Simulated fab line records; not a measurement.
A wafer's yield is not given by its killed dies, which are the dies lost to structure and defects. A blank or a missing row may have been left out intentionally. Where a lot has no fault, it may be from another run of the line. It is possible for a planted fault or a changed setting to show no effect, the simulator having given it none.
fab line records    flow nandHarc
[record] lots = 13  wafers = 39  lastDay = 33
route steps=1302 shown A_BONDPAD@1224 THIN_TSV@1268 END@1302
lots with no fault: from the same line, run without faults
startH: the number of hours between the record's first day and the start of the first shown wafer of the lot    waitH: how many hours have passed since the lot's step before this one    " as in the row above    L1.1+2: a row that stands for several wafers    - either no value or no given start    * or withheld: withheld    < > ~ a bound
route shown NAME@n: a module of which the file shows steps, and the number in the route of the first    usual: mean and standard deviation over wafers with no fault    same: alike in all rows    chamber/n: place in a boat    sites: per-site readings    _std_site: standard deviation across them    _edge_site: inner sites' mean taken away from outer sites' mean    radiusMm: how far each site lies from the wafer's centre    mask NAME#n: copy n    behind: tool/chamber where the wafer was last shaped    hold: reason for holding the lot/hours on hold/outcome of the hold    device: the transistor (n, p or np) that didn't switch    end of line: the tests these same wafers got at the end of their route    a step with no rows: only its recipe    killed: not the wafer's yield, but the dies lost to structure and defects at the first sort    map: per-die view of a wafer (x killed, . not killed, _ where there is no die)
set.NAME: the setting as run; set.NAME@STEP: as run at that earlier step    model.NAME: the simulator's own value behind a step, which no gauge read
a sample of lots followed through the steps of the route, with each step as a table and each wafer as a row
services: from which hour (startH, from the record's first day; less than 0 if before it) a tool's chamber was out of use, for how many hours, and why
[[steps]]
[step NHARC_A_BONDPAD_STRIP_16]
[recipe] timeS = 600  tempC = 30  chemistry = postEtchResidueRemover
[usual] tempC = 30.00/0.11
lot.wafer  tool         chamber  startH  waitH  tempC
L213.2     wetBench-10  3        546.23  -      30.04
L213.4     "            4        "       "      29.99
L213.6     "            6        "       "      29.93
L215.1     wetBench-08  2        557.08  -      30.23
L215.4     "            3        "       "      29.96
L215.3     "            4        "       "      29.86
L217.5     wetBench-08  2        568.43  -      29.96
L217.2     "            4        "       "      29.86
L217.6     "            5        "       "      29.97
L222.1     wetBench-08  0        641.40  -      29.96
L222.3     "            1        "       "      29.97
L222.6     "            2        "       "      29.98
L224.4     wetBench-08  5        643.37  -      30.02
L224.6     "            7        "       "      30.01
L224.5     "            0        "       "      30.06
L228.4     wetBench-10  1        675.59  -      30.04
L228.1     "            2        "       "      30.05
L228.6     "            4        "       "      29.94
L226.5     wetBench-10  4        677.01  -      30.02
L226.3     "            5        "       "      30.08
L226.1     "            6        "       "      29.73
L225.5     wetBench-10  0        682.65  -      30.02
L225.6     "            1        "       "      30.03
L225.3     "            3        "       "      29.96
L227.4     wetBench-10  4        694.70  -      29.93
L227.2     "            0        "       "      30.04
L227.6     "            1        "       "      30.01
L230.5     wetBench-10  4        700.37  -      29.97
L230.3     "            5        "       "      30.01
L230.1     "            6        "       "      30.06
L232.3     wetBench-08  2        732.12  -      29.77
L232.6     "            4        "       "      29.97
L232.5     "            5        "       "      29.89
L234.5     wetBench-08  2        746.94  -      29.86
L234.6     "            4        "       "      30.01
L234.2     "            6        "       "      29.98
L235.6     wetBench-10  1        747.82  -      30.01
L235.4     "            4        "       "      30.13
L235.3     "            5        "       "      29.98
[step NHARC_THIN_TSV_ETCHBACK_48]
[recipe] targetDepthA = 10285  overEtchFrac = 0.3  timeS = 405.17  ionEnergyEv = 250  c4f8FlowSccm = withheld  arFlowSccm = withheld  rfW = 600  biasW = 300  chemistry = C4F8/Ar
[usual] oesProductAu = 0.95/0.037  rfVppV = 546/3.6
lot.wafer  tool        chamber  startH  waitH  oesProductAu  rfHoursCounterH  rfVppV
L213.2     rieDiel-12  2        562.71  -      0.92          8.8              544
L213.4     "           3        "       "      0.93          8.4              543
L213.6     "           2        "       "      0.90          -                545
L215.3     rieDiel-01  2        573.30  -      1.00          0.2              551
L215.1     "           3        "       "      0.99          0.2              544
L215.4     "           0        "       "      1.01          0.2              545
L217.2     rieDiel-06  3        588.05  -      1.01          6.3              549
L217.6     "           2        "       "      0.99          -                545
L217.5     "           3        "       "      0.99          -                549
L222.1     rieDiel-12  1        657.56  -      0.97          2.1              541
L222.3     "           0        "       "      0.95          0.9              549
L222.6     "           2        "       "      0.94          -                544
L224.4     rieDiel-01  3        658.83  -      0.92          3.5              546
L224.5     "           2        "       "      0.92          -                550
L224.6     "           3        "       "      0.93          -                545
L228.1     rieDiel-06  3        692.05  -      1.02          0.9              549
L228.4     "           2        "       "      0.99          1.2              546
L228.6     "           3        "       "      1.02          -                549
L226.3     rieDiel-06  0        693.21  -      0.98          1.1              544
L226.1     "           1        "       "      1.01          1.3              552
L226.5     "           2        "       "      0.99          -                546
L225.3     rieDiel-06  2        700.00  -      0.98          1.6              546
L225.6     "           3        "       "      1.00          -                550
L225.5     "           0        "       "      0.97          -                545
L227.2     rieDiel-01  1        711.38  -      0.93          5.9              550
L227.4     "           3        "       "      0.92          5.2              544
L227.6     "           1        "       "      0.92          -                552
L230.3     rieDiel-12  2        717.90  -      0.98          5.5              545
L230.1     "           0        "       "      0.99          4.0              550
L230.5     "           1        "       "      0.99          -                542
L232.3     rieDiel-01  0        748.95  -      1.01          0.5              548
L232.6     "           1        "       "      1.00          -                550
L232.5     "           2        "       "      1.01          -                551
L234.2     rieDiel-06  2        763.95  -      0.93          4.3              548
L234.6     "           2        "       "      0.92          -                547
L234.5     "           3        "       "      0.93          -                549
L235.4     rieDiel-12  1        765.42  -      0.93          8.2              541
L235.3     "           3        "       "      0.92          6.2              541
L235.6     "           1        "       "      0.92          -                542
[step NHARC_THIN_TSV_PRE_CLEAN_50]
[recipe] timeS = 30  tempC = 280  gas = H2/He
[usual] heaterPowerW = 403/34  susceptorTempC = 279.99/0.17
lot.wafer  tool           chamber  startH  waitH  heaterPowerW  susceptorTempC
L213.2     pvdSputter-03  -        -       -      440           280.40
L213.4     "              -        "       "      440           280.24
L213.6     "              -        "       "      435           280.03
L215.3     pvdSputter-01  -        -       -      370           280.02
L215.4     "              -        "       "      427           279.85
L215.1     "              -        "       "      440           279.80
L217.2     pvdSputter-02  -        -       -      421           279.71
L217.5     "              -        "       "      413           279.99
L217.6     "              -        "       "      438           280.19
L222.3     pvdSputter-02  -        -       -      344           279.91
L222.1     "              -        "       "      410           279.82
L222.6     "              -        "       "      349           280.23
L224.4     pvdSputter-03  -        -       -      412           279.69
L224.5     "              -        "       "      393           280.30
L224.6     "              -        "       "      432           279.89
L228.1     pvdSputter-02  -        -       -      343           279.75
L228.4     "              -        "       "      392           279.78
L228.6     "              -        "       "      397           279.83
L226.1     pvdSputter-03  -        -       -      338           280.00
L226.3     "              -        "       "      391           279.77
L226.5     "              -        "       "      336           280.12
L225.3     pvdSputter-02  -        -       -      394           279.70
L225.5     "              -        "       "      409           279.98
L225.6     "              -        "       "      422           280.09
L227.4     pvdSputter-01  -        -       -      445           279.95
L227.2     "              -        "       "      435           280.27
L227.6     "              -        "       "      449           280.03
L230.1     pvdSputter-03  -        -       -      440           280.12
L230.3     "              -        "       "      339           279.55
L230.5     "              -        "       "      403           280.37
L232.3     pvdSputter-02  -        -       -      403           279.96
L232.6     "              -        "       "      339           280.13
L232.5     "              -        "       "      390           279.96
L234.2     pvdSputter-02  -        -       -      329           279.99
L234.6     "              -        "       "      425           279.81
L234.5     "              -        "       "      415           280.01
L235.3     pvdSputter-03  -        -       -      344           280.24
L235.4     "              -        "       "      407           279.86
L235.6     "              -        "       "      347           280.10
[step NHARC_THIN_TSV_ETCH_59]
[recipe] targetDepthA = 8800  icpW = 900  biasW = 100  Cl2_flow_sccm = 60  bcl3FlowSccm = 30  timeS = 138.1  chemistry = Cl2/BCl3
[usual] bcl3FlowSccm = 30.01/0.091  drypumpMotorCurrentA = 5.7/0.37  oesProductAu = 1.001/0.01  throttleValvePct = 22.264/0.0091
lot.wafer  tool         chamber  startH  waitH  bcl3FlowSccm  drypumpMotorCurrentA  oesProductAu  rfHoursCounterH  throttleValvePct
L213.2     rieMetal-01  1        566.71  0.1    29.97         5.0                   0.981         2.6              22.277
L213.4     "            0        "       "      30.15         5.7                   1.000         -                22.255
L213.6     "            0        "       "      30.14         5.7                   1.002         -                22.251
L215.1     rieMetal-02  1        577.09  0.1    30.03         5.6                   0.985         1.7              22.254
L215.3     "            1        "       "      30.00         5.6                   0.997         -                22.270
L215.4     "            0        "       "      30.03         5.8                   0.988         -                22.268
L217.2     rieMetal-02  1        591.95  0.1    30.04         5.6                   0.995         2.2              22.267
L217.6     "            1        "       "      30.06         5.6                   1.004         -                22.254
L217.5     "            0        "       "      30.04         5.8                   0.989         -                22.260
L222.1     rieMetal-02  0        661.52  0.1    30.13         5.8                   1.003         0.5              22.248
L222.3     "            1        "       "      30.01         5.6                   1.014         -                22.290
L222.6     "            1        "       "      29.92         5.6                   1.012         -                22.269
L224.4     rieMetal-01  0        662.89  0.2    29.91         5.7                   0.997         -                22.275
L224.6     "            1        "       "      29.96         5.0                   1.009         -                22.265
L224.5     "            0        "       "      30.09         5.7                   0.985         -                22.249
L228.1     rieMetal-01  0        696.03  0.2    30.06         5.7                   0.999         1.5              22.270
L228.4     "            1        "       "      30.08         5.0                   1.005         -                22.261
L228.6     "            1        "       "      30.08         5.0                   1.005         -                22.258
L226.1     rieMetal-02  1        697.11  0.1    29.92         5.6                   1.002         1.2              22.267
L226.3     "            1        "       "      29.94         5.6                   1.005         -                22.261
L226.5     "            0        "       "      30.12         5.8                   0.992         -                22.265
L225.3     rieMetal-01  1        703.97  0.2    30.04         5.0                   0.996         -                22.259
L225.6     "            0        "       "      30.11         5.7                   0.993         -                22.266
L225.5     "            1        "       "      29.97         5.0                   1.006         -                22.264
L227.2     rieMetal-03  0        715.24  0.1    29.94         5.9                   0.995         0.0              22.263
L227.4     "            1        "       "      30.07         6.2                   1.017         -                22.266
L227.6     "            0        "       "      29.88         5.9                   1.004         -                22.281
L230.1     rieMetal-02  0        721.73  0.1    30.12         5.8                   0.996         1.7              22.280
L230.3     "            0        "       "      29.85         5.8                   0.992         -                22.261
L230.5     "            1        "       "      29.90         5.6                   1.007         -                22.260
L232.3     rieMetal-02  1        753.13  0.2    30.08         5.6                   1.001         -                22.253
L232.5     "            0        "       "      29.93         5.8                   0.980         -                22.272
L232.6     "            1        "       "      30.04         5.6                   1.004         -                22.276
L234.2     rieMetal-01  1        768.02  0.1    30.07         5.0                   1.008         3.0              22.268
L234.5     "            1        "       "      30.14         5.0                   1.003         -                22.258
L234.6     "            0        "       "      30.00         5.7                   0.997         -                22.261
L235.3     rieMetal-03  0        769.52  0.2    29.96         5.9                   1.007         -                22.249
L235.4     "            1        "       "      30.15         6.2                   1.019         -                22.260
L235.6     "            0        "       "      30.12         5.9                   0.995         -                22.270
[step NHARC_END_SORT_01]
[recipe] tempC = 25
[usual] defectLimitedYield = 91.2/1.8  killedAtArray = 55/12  killedAtOther = 1.0/1.2  killedAtPeriphery = 3.9/2.6  killedDies = 60/12  killedOpen = 3.3/1.9  killedShort = 2.5/1.8
[same] grossDies = 677
lot.wafer  tool       chamber  startH  waitH  defectLimitedYield[%]  killedAtArray  killedAtOther  killedAtPeriphery  killedDies  killedOpen  killedShort
L213.2     prober-01  0        576.23  2.8    90.0                   66             0              2                  68          2           1
L213.4     prober-01  0        577.84  3.4    89.1                   70             1              3                  74          2           3
L213.6     prober-01  0        579.45  4.0    89.1                   72             0              2                  74          1           2
L217.2     prober-02  0        601.48  2.8    92.9                   46             0              2                  48          5           2
L217.5     prober-02  0        603.89  3.7    93.9                   37             0              4                  41          6           3
L217.6     prober-02  0        604.70  4.0    92.8                   42             1              6                  49          5           4
L222.1     prober-02  0        670.36  2.5    77.5                   149            1              2                  152         1           2
L222.3     prober-02  0        671.97  3.1    76.5                   155            2              2                  159         1           3
L222.6     prober-02  0        674.38  4.0    83.5                   109            1              2                  112         2           3
L224.4     prober-01  0        674.40  3.4    78.7                   143            0              1                  144         2           5
L224.5     prober-01  0        675.21  3.7    78.3                   143            0              4                  147         5           1
L224.6     prober-01  0        676.02  4.0    79.2                   140            0              1                  141         4           0
L228.1     prober-02  0        705.66  2.5    90.0                   68             0              0                  68          1           1
L228.4     prober-02  0        708.04  3.4    91.3                   54             0              5                  59          0           2
L228.6     prober-02  0        709.63  4.0    92.2                   46             0              7                  53          4           0
L226.1     prober-01  0        705.69  2.5    93.8                   37             0              5                  42          5           3
L226.3     prober-01  0        707.30  3.1    92.6                   49             0              1                  50          5           5
L226.5     prober-01  0        708.90  3.7    93.2                   43             0              3                  46          4           2
L225.3     prober-02  0        716.10  3.1    90.8                   59             1              2                  62          4           3
L225.5     prober-02  0        717.71  3.7    92.0                   52             0              2                  54          5           1
L225.6     prober-02  0        718.51  4.0    91.9                   52             2              1                  55          2           1
L227.2     prober-01  0        724.87  2.8    88.9                   66             6              3                  75          4           4
L227.4     prober-01  0        726.45  3.4    89.7                   66             3              1                  70          0           2
L227.6     prober-01  0        728.03  4.0    89.8                   64             4              1                  69          2           4
L234.2     prober-02  0        777.66  2.8    88.5                   75             0              3                  78          1           3
L234.5     prober-02  0        780.04  3.7    90.4                   61             0              4                  65          3           4
L234.6     prober-02  0        780.83  4.0    89.8                   66             0              3                  69          3           2
L235.3     prober-01  0        778.46  3.1    91.1                   56             0              4                  60          4           2
L235.4     prober-01  0        779.26  3.4    89.1                   66             0              8                  74          3           1
L235.6     prober-01  0        780.86  4.0    90.8                   59             0              3                  62          5           2
// killed by level:class
L213.2 A_CHANNEL_HOLE_D2:chamberFilmFlake=28 A_SLIT:chamberFilmFlake=24 A_STAIRCASE:chamberFilmFlake=5 A_CONTACT:chamberFilmFlake=3 A_CHANNEL_HOLE_D1:chamberFilmFlake=2 P_CONTACT:geometricParticle:open=1 A_CHANNEL_FILL_D2:geometricParticle:open=1 A_WL_FILL:geometricParticle:short=1
L213.4 A_CHANNEL_HOLE_D2:chamberFilmFlake=27 A_SLIT:chamberFilmFlake=26 A_CONTACT:chamberFilmFlake=5 A_STAIRCASE:chamberFilmFlake=4 P_ZERO_WELL:chamberFilmFlake=2 A_CHANNEL_HOLE_D1:chamberFilmFlake=2 P_STI:geometricParticle:open=1 A_ONON_D1:geometricParticle:short=1
L213.6 A_SLIT:chamberFilmFlake=28 A_CHANNEL_HOLE_D2:chamberFilmFlake=25 A_CONTACT:chamberFilmFlake=11 A_STAIRCASE:chamberFilmFlake=3 A_CHANNEL_HOLE_D1:chamberFilmFlake=2 A_ONON_D1:geometricParticle:open=1 A_ONON_D1:geometricParticle:short=1 A_CHANNEL_FILL_D1:geometricParticle:short=1
L217.2 A_CHANNEL_HOLE_D2:chamberFilmFlake=28 A_CONTACT:chamberFilmFlake=6 A_CHANNEL_HOLE_D1:chamberFilmFlake=3 A_ONON_D2:geometricParticle:open=2 A_STAIRCASE:chamberFilmFlake=2 P_CONTACT:geometricParticle:open=1 P_M0:geometricParticle:open=1 A_CHANNEL_FILL_D1:geometricParticle:short=1
L217.5 A_CHANNEL_HOLE_D2:chamberFilmFlake=25 P_M0:geometricParticle:open=2 A_BLC:geometricParticle:open=2 A_CHANNEL_HOLE_D1:chamberFilmFlake=2 P_CONTACT:geometricParticle:short=1 A_CHANNEL_HOLE_D1:geometricParticle:short=1 A_ONON_D2:geometricParticle:short=1 A_CHANNEL_FILL_D2:geometricParticle:open=1
L217.6 A_CHANNEL_HOLE_D2:chamberFilmFlake=24 P_CONTACT:geometricParticle:open=3 A_DECK1_JOINT:chamberFilmFlake=3 A_STAIRCASE:chamberFilmFlake=3 A_CONTACT:chamberFilmFlake=3 P_GATE:chamberFilmFlake=2 A_CHANNEL_FILL_D2:chamberFilmFlake=2 P_CONTACT:geometricParticle:short=1
L222.1 A_BONDPAD:unspecified=105 A_CHANNEL_HOLE_D1:chamberFilmFlake=25 A_CHANNEL_HOLE_D2:chamberFilmFlake=12 A_CONTACT:chamberFilmFlake=5 P_CONTACT:geometricParticle:open=1 A_CHANNEL_FILL_D2:geometricParticle:short=1 STARTING-WAFER:geometricParticle:short=1 P_STI:chamberFilmFlake=1
L222.3 A_BONDPAD:unspecified=104 A_CHANNEL_HOLE_D1:chamberFilmFlake=24 A_CHANNEL_HOLE_D2:chamberFilmFlake=17 A_CONTACT:chamberFilmFlake=4 P_M0:geometricParticle:open=1 A_SOURCE_PLATE:geometricParticle:short=1 A_WL_FILL:geometricParticle:short=1 A_M1:geometricParticle:short=1
L222.6 A_BONDPAD:unspecified=52 A_CHANNEL_HOLE_D1:chamberFilmFlake=26 A_CHANNEL_HOLE_D2:chamberFilmFlake=18 A_SLIT:chamberFilmFlake=3 A_CONTACT:chamberFilmFlake=3 A_ZERO_WELL:chamberFilmFlake=2 P_CONTACT:geometricParticle:open=1 A_CHANNEL_FILL_D2:geometricParticle:open=1
L224.4 A_BONDPAD:unspecified=96 A_CHANNEL_HOLE_D1:chamberFilmFlake=28 A_CONTACT:chamberFilmFlake=7 A_M0:chamberFilmFlake=2 P_M2:geometricParticle:open=1 A_ONON_D1:geometricParticle:open=1 A_CHANNEL_FILL_D1:geometricParticle:short=1 A_ONON_D2:geometricParticle:short=1
L224.5 A_BONDPAD:unspecified=106 A_CHANNEL_HOLE_D1:chamberFilmFlake=23 A_CONTACT:chamberFilmFlake=6 P_M0:geometricParticle:open=2 A_SLIT:chamberFilmFlake=2 A_STAIRCASE:chamberFilmFlake=2 P_GATE:geometricParticle:short=1 P_CONTACT:geometricParticle:open=1
L224.6 A_BONDPAD:unspecified=101 A_CHANNEL_HOLE_D1:chamberFilmFlake=28 A_CONTACT:chamberFilmFlake=6 P_M0:geometricParticle:open=1 A_DECK1_JOINT:geometricParticle:open=1 A_WL_FILL:geometricParticle:open=1 A_CONTACT:geometricParticle:open=1 A_STAIRCASE:chamberFilmFlake=1
L228.1 A_SLIT:chamberFilmFlake=31 A_CHANNEL_HOLE_D2:chamberFilmFlake=21 A_CHANNEL_HOLE_D1:chamberFilmFlake=6 A_STAIRCASE:chamberFilmFlake=5 A_CONTACT:chamberFilmFlake=3 A_CHANNEL_FILL_D2:geometricParticle:short=1 A_M0:geometricParticle:open=1
L226.1 A_CHANNEL_HOLE_D2:chamberFilmFlake=17 A_CHANNEL_HOLE_D1:chamberFilmFlake=6 A_SLIT:chamberFilmFlake=3 P_GATE:geometricParticle:open=2 A_CHANNEL_FILL_D1:geometricParticle:short=2 A_ZERO_WELL:chamberFilmFlake=2 A_CONTACT:chamberFilmFlake=2 A_SOURCE_PLATE:geometricParticle:open=1
L226.3 A_CHANNEL_HOLE_D2:chamberFilmFlake=24 A_CHANNEL_HOLE_D1:chamberFilmFlake=6 A_SLIT:chamberFilmFlake=3 A_DECK1_JOINT:geometricParticle:open=2 A_WL_FILL:geometricParticle:short=2 A_SGD_CUT:chamberFilmFlake=2 A_CONTACT:chamberFilmFlake=2 A_ONON_D1:geometricParticle:short=1
L228.4 A_SLIT:chamberFilmFlake=25 A_CHANNEL_HOLE_D2:chamberFilmFlake=13 A_CONTACT:chamberFilmFlake=5 A_CHANNEL_HOLE_D1:chamberFilmFlake=4 P_GATE:chamberFilmFlake=2 A_STAIRCASE:chamberFilmFlake=2 A_SOURCE_PLATE:geometricParticle:short=1 A_SGD_CUT:geometricParticle:short=1
L226.5 A_CHANNEL_HOLE_D2:chamberFilmFlake=19 A_CHANNEL_HOLE_D1:chamberFilmFlake=8 A_CONTACT:chamberFilmFlake=5 A_SLIT:chamberFilmFlake=4 A_CHANNEL_FILL_D2:chamberFilmFlake=2 P_STI:geometricParticle:short=1 P_M2:geometricParticle:open=1 A_DECK1_JOINT:geometricParticle:short=1
L228.6 A_SLIT:chamberFilmFlake=23 A_CHANNEL_HOLE_D2:chamberFilmFlake=11 A_CONTACT:chamberFilmFlake=5 P_GATE:chamberFilmFlake=4 A_CHANNEL_HOLE_D1:chamberFilmFlake=3 A_ONON_D2:geometricParticle:open=1 A_CHANNEL_FILL_D2:geometricParticle:open=1 A_M0:geometricParticle:open=1
L225.3 A_CHANNEL_HOLE_D1:chamberFilmFlake=28 A_CHANNEL_HOLE_D2:chamberFilmFlake=20 A_CHANNEL_FILL_D1:geometricParticle:short=2 A_CHANNEL_HOLE_D2:geometricParticle:open=2 A_CHANNEL_FILL_D2:chamberFilmFlake=2 A_SLIT:chamberFilmFlake=2 P_M0:geometricParticle:open=1 A_CHANNEL_FILL_D2:geometricParticle:short=1
L225.5 A_CHANNEL_HOLE_D1:chamberFilmFlake=24 A_CHANNEL_HOLE_D2:chamberFilmFlake=20 P_M0:geometricParticle:open=2 A_SLIT:chamberFilmFlake=2 A_ONON_D2:geometricParticle:short=1 A_CHANNEL_HOLE_D2:geometricParticle:open=1 A_BLC:geometricParticle:open=1 A_M0:geometricParticle:open=1
L225.6 A_CHANNEL_HOLE_D1:chamberFilmFlake=30 A_CHANNEL_HOLE_D2:chamberFilmFlake=18 A_SLIT:chamberFilmFlake=2 P_CONTACT:geometricParticle:open=1 STARTING-WAFER:geometricParticle:open=1 STARTING-WAFER:geometricParticle:short=1 A_WL_FILL:chamberFilmFlake=1 A_CONTACT:chamberFilmFlake=1
L227.2 A_SLIT:chamberFilmFlake=30 A_CHANNEL_HOLE_D1:chamberFilmFlake=24 THIN_TSV:chamberFilmFlake=6 A_WL_FILL:chamberFilmFlake=3 A_CONTACT:chamberFilmFlake=2 P_ZERO_WELL:geometricParticle:short=1 P_M0:geometricParticle:open=1 A_ONON_D1:geometricParticle:short=1
L227.4 A_SLIT:chamberFilmFlake=32 A_CHANNEL_HOLE_D1:chamberFilmFlake=30 THIN_TSV:chamberFilmFlake=3 A_SOURCE_PLATE:geometricParticle:short=1 A_DECK1_JOINT:geometricParticle:short=1 P_GATE:chamberFilmFlake=1 A_DECK1_JOINT:chamberFilmFlake=1 A_WL_FILL:chamberFilmFlake=1
L227.6 A_SLIT:chamberFilmFlake=28 A_CHANNEL_HOLE_D1:chamberFilmFlake=24 THIN_TSV:chamberFilmFlake=4 A_CONTACT:chamberFilmFlake=3 A_ONON_D1:geometricParticle:short=2 A_STAIRCASE:chamberFilmFlake=2 P_M0:geometricParticle:open=1 A_ONON_D2:geometricParticle:short=1
L234.2 A_CHANNEL_HOLE_D2:chamberFilmFlake=30 A_CHANNEL_HOLE_D1:chamberFilmFlake=18 A_CONTACT:chamberFilmFlake=11 A_STAIRCASE:chamberFilmFlake=6 A_SLIT:chamberFilmFlake=4 A_DECK1_JOINT:chamberFilmFlake=3 P_GATE:chamberFilmFlake=2 P_M1:geometricParticle:short=1
L235.3 A_SLIT:chamberFilmFlake=30 A_CHANNEL_HOLE_D1:chamberFilmFlake=8 A_STAIRCASE:chamberFilmFlake=6 A_CONTACT:chamberFilmFlake=5 A_ONON_D2:geometricParticle:open=2 P_M0:chamberFilmFlake=2 P_GATE:geometricParticle:open=1 A_ONON_D2:geometricParticle:short=1
L235.4 A_SLIT:chamberFilmFlake=31 A_STAIRCASE:chamberFilmFlake=11 A_CHANNEL_HOLE_D1:chamberFilmFlake=10 A_CHANNEL_FILL_D1:chamberFilmFlake=9 P_M0:chamberFilmFlake=3 A_CONTACT:chamberFilmFlake=3 P_GATE:geometricParticle:open=2 P_CONTACT:geometricParticle:open=1
L234.5 A_CHANNEL_HOLE_D2:chamberFilmFlake=28 A_CHANNEL_HOLE_D1:chamberFilmFlake=11 A_CONTACT:chamberFilmFlake=8 A_SLIT:chamberFilmFlake=5 A_CHANNEL_FILL_D2:geometricParticle:open=2 P_GATE:chamberFilmFlake=2 A_STAIRCASE:chamberFilmFlake=2 P_CONTACT:geometricParticle:short=1
L234.6 A_CHANNEL_HOLE_D2:chamberFilmFlake=26 A_CONTACT:chamberFilmFlake=12 A_CHANNEL_HOLE_D1:chamberFilmFlake=11 A_SLIT:chamberFilmFlake=7 A_DECK1_JOINT:chamberFilmFlake=4 P_GATE:chamberFilmFlake=2 A_STAIRCASE:chamberFilmFlake=2 P_M1:geometricParticle:short=1
L235.6 A_SLIT:chamberFilmFlake=31 A_CHANNEL_HOLE_D1:chamberFilmFlake=11 A_STAIRCASE:chamberFilmFlake=3 A_CONTACT:chamberFilmFlake=3 A_WL_FILL:geometricParticle:open=2 A_WL_FILL:chamberFilmFlake=2 A_ONON_D2:geometricParticle:open=1 A_CHANNEL_FILL_D2:geometricParticle:short=1
[[services]]
tool           chamber  startH  hours  kind
rieDiel-12     0        526.36  1.6    repair
pvdSputter-03  -        527.62  10.0   pm
rieDiel-01     -        550.78  0.5    repair
rieDiel-01     -        557.80  9.0    pm
rieDiel-12     3        574.28  2.8    repair
rieDiel-01     -        585.80  13.2   repair
rieDiel-06     -        599.07  1.0    repair
rieMetal-01    -        609.81  9.0    pm
rieDiel-12     -        622.40  9.0    pm
rieDiel-06     1        629.48  3.8    repair
rieMetal-02    -        631.07  9.0    pm
rieDiel-01     1        641.93  3.9    repair
pvdSputter-02  -        642.10  10.0   pm
wetBench-08    -        646.40  8.0    pm
rieDiel-12     0        648.55  7.1    repair
wetBench-10    -        654.63  1.1    repair
rieDiel-06     -        661.20  9.0    pm
wetBench-10    -        663.20  8.0    pm
pvdSputter-03  -        669.46  0.9    repair
wetBench-08    -        671.90  8.0    repair
pvdSputter-03  -        697.25  1.1    repair
pvdSputter-03  -        705.62  10.0   pm
pvdSputter-02  -        739.07  5.1    repair
wetBench-08    -        756.88  3.2    repair
[[key]]
[firstSign] step = NHARC_END_SORT_01  reading = killedAtArray  direction = up  sigmas = 7.1  usual = 55  struck = 140
[effect] step = NHARC_END_SORT_01  reading = defectLimitedYield  direction = down  sigmas = 6.9  usual = 91.2  struck = 79.0
[moreKillsBornAt] NHARC_A_BONDPAD_STRIP_16@wetBench-08 = 564
metAt NHARC_A_BONDPAD_STRIP_16
struckLots L222,L224
notActingAt NHARC_THIN_TSV_ETCHBACK_48,NHARC_THIN_TSV_PRE_CLEAN_50,NHARC_THIN_TSV_ETCH_59
onsetBetween 568.43 641.40
[fault] kind = chamberParticleSource  tool = wetBench-08  chamber = -  onsetH = 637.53  steps = NHARC_A_BONDPAD_STRIP_16  ratePerVisitCm2 = 1.8655  endH = 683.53
